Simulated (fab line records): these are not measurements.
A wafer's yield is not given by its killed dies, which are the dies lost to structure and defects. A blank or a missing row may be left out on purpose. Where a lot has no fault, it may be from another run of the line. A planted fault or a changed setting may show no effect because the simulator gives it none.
Chamber matching / flow n5 finfet / 4 sister chambers for N5_BEOL_M14_DESCUM_15 on rie diel-06
The step chemistry O2, time 7.9 s. 4 wafers are shown with their chamber, then 9 later ones without.

## WAFERS, EACH WITH ITS CHAMBER
wafer=L078.1; chamber=3; throttle valve pct (%)=20.58
wafer=L078.5; chamber=2; throttle valve pct (%)=20.65
wafer=L083.5; chamber=0; throttle valve pct (%)=20.09
wafer=L083.6; chamber=1; throttle valve pct (%)=20.28

## WAFERS WHOSE CHAMBER IS MISSING
wafer=L086.2; throttle valve pct (%)=20.64
wafer=L086.3; throttle valve pct (%)=20.30
wafer=L086.6; throttle valve pct (%)=20.09
wafer=L091.1; throttle valve pct (%)=20.61
wafer=L091.4; throttle valve pct (%)=20.10
wafer=L091.5; throttle valve pct (%)=20.30
wafer=L097.2; throttle valve pct (%)=20.70
wafer=L097.3; throttle valve pct (%)=20.33
wafer=L097.6; throttle valve pct (%)=20.61

## THE CHAMBER EACH PASSED THROUGH
wafer=L086.2; from the rows above=can't be placed: 2 or 3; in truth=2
wafer=L086.3; from the rows above=1; in truth=1
wafer=L086.6; from the rows above=0; in truth=0
wafer=L091.1; from the rows above=can't be placed: 3 or 2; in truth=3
wafer=L091.4; from the rows above=0; in truth=0
wafer=L091.5; from the rows above=1; in truth=1
wafer=L097.2; from the rows above=2; in truth=2
wafer=L097.3; from the rows above=1; in truth=1
wafer=L097.6; from the rows above=can't be placed: 3 or 2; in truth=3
6 of 9 placed correctly. These rows do not allow placing 3 (true chamber among the candidates in 3). Wrongly placed: 0.
How it was worked out, from the rows above alone: a wafer's distance from a chamber is the root of the sum, over the readings, of the square of ((its reading less the chamber's mean) divided by the reading's scatter). If the next closest chamber is less than 2 further off than the closest, the wafer can't be placed; otherwise it belongs to the closest. The mean given for a chamber averages the wafers shown for that chamber. The scatter: root of mean squared gap, hidden wafer to nearest shown wafer, with one shown wafer a chamber.
